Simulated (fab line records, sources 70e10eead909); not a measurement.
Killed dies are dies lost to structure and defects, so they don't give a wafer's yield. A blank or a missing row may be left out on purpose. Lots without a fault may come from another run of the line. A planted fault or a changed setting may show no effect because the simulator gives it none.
A struck lot beside a sound one | flow nand_harc | 14 steps out of a route of 1159
Sound: wafers L589.3, L589.5, L589.6. Struck: wafers L595.1, L595.2, L595.5. The cause comes at the end.
At each step with rows: each side's tool, then ch and its chambers, then its first start. Under that, the readings that differ: sound wafers | struck wafers | difference of the means | sigmas: that difference in standard deviations of wafers without a fault.
alike: readings whose means differ by less than 2 such deviations, and words and numbers that are the same on both sides. not compared: withheld readings, readings that some wafer has no value for, bounds like >300 that may hide the same value, and numbers for which the record gives no deviation and whose values overlap.
The two part at a step that has a row with sigmas, a row that says differs or no value, or rows on one side only. Numbers that don't overlap but have no deviation are shown without sigmas and don't part them. A reading that every wafer of one side lacks parts them only if that side has two wafers or more.

first, 8 steps without rows for these wafers: NHARC_A_STAIRCASE_HMDS_210 (time 30 s); NHARC_A_STAIRCASE_COAT_211; NHARC_A_STAIRCASE_SOFTBAKE_212 (time 170 s); NHARC_A_STAIRCASE_EBR_213; NHARC_A_STAIRCASE_EXPOSE_214 (exposes mask STAIR 3); NHARC_A_STAIRCASE_PEB_215 (peb time 130 s); NHARC_A_STAIRCASE_DEVELOP_216 (time 140 s); NHARC_A_STAIRCASE_HARDBAKE_218 (time 140 s).
NHARC_A_STAIRCASE_DESCUM_219: chemistry O2, time 3 s.
  sound on rie_diel-04 ch 2,3, day 11 11:52; struck on rie_diel-04 ch 0,2, day 12 14:32
  alike: chamber_pressure_mTorr, drypump_motor_current_A, mfc_ar_sccm, oes_product_au, rf_vpp_V, showerhead_plenum_p_Torr, throttle_valve_pct
  not compared: rf_hours_counter_h
NHARC_A_STAIRCASE_TRIM_220: chemistry O2, time 211.2 s.
  sound on rie_diel-04 ch 2,3, day 11 12:10; struck on rie_diel-04 ch 0,2,3, day 12 14:41
  alike: chamber_pressure_mTorr, drypump_motor_current_A, mfc_ar_sccm, oes_product_au, rf_vpp_V, showerhead_plenum_p_Torr, throttle_valve_pct
  not compared: rf_hours_counter_h
NHARC_A_STAIRCASE_ETCH_221: etches the open film in C4F8/O2, target depth 100 nm, time 40.5 s.
  sound on rie_diel-04 ch 0,2,3; struck on rie_diel-04 ch 0,1,2
  alike: chamber_pressure_mTorr, oes_product_au, rf_vpp_V
  not compared: rf_hours_counter_h
NHARC_A_STAIRCASE_TRIM_222: chemistry O2, time 211.2 s.
  sound on rie_diel-04 ch 1,2, day 11 12:34; struck on rie_diel-04 ch 0,2, day 12 15:05
  no value came back on the struck wafers for any of 8 readings (bias_w (W), chamber_pressure_mTorr (mTorr) and others); on the sound wafers bias_w (W) reads 0 0 0
  not compared: rf_hours_counter_h
NHARC_A_STAIRCASE_ETCH_223: etches the open film in C4F8/O2, target depth 100 nm, time 40.5 s.
  sound on rie_diel-04 ch 0,1,3; struck on rie_diel-04 ch 0,1,3
  reading               | sound             | struck            | difference | sigmas
  oes_product_au (a.u.) | 0.950 0.945 0.959 | 0.924 0.921 0.918 | -0.030     | -2
  alike: chamber_pressure_mTorr, rf_vpp_V
  not compared: rf_hours_counter_h
-- the record jumps here: 8 days lie between the struck wafers' starts before and after (it left off in module A_STAIRCASE and takes up again in module END, whose first step shown is number 1159 of the route) --
NHARC_END_SORT_01:
  sound on prober-01 ch 0, day 20 08:46; struck on prober-01 ch 0, day 20 22:45
  reading         | sound    | struck      | difference | sigmas
  killed_at_array | 16 14 14 | 675 675 672 | +659       | +78
  killed_dies     | 19 19 17 | 677 677 677 | +659       | +77
  alike: killed_at_other, killed_at_periphery, killed_open, killed_short

WHERE THEY PART
First at NHARC_A_STAIRCASE_TRIM_222; last, within this record, at NHARC_END_SORT_01.

WHY: what the simulator had put in
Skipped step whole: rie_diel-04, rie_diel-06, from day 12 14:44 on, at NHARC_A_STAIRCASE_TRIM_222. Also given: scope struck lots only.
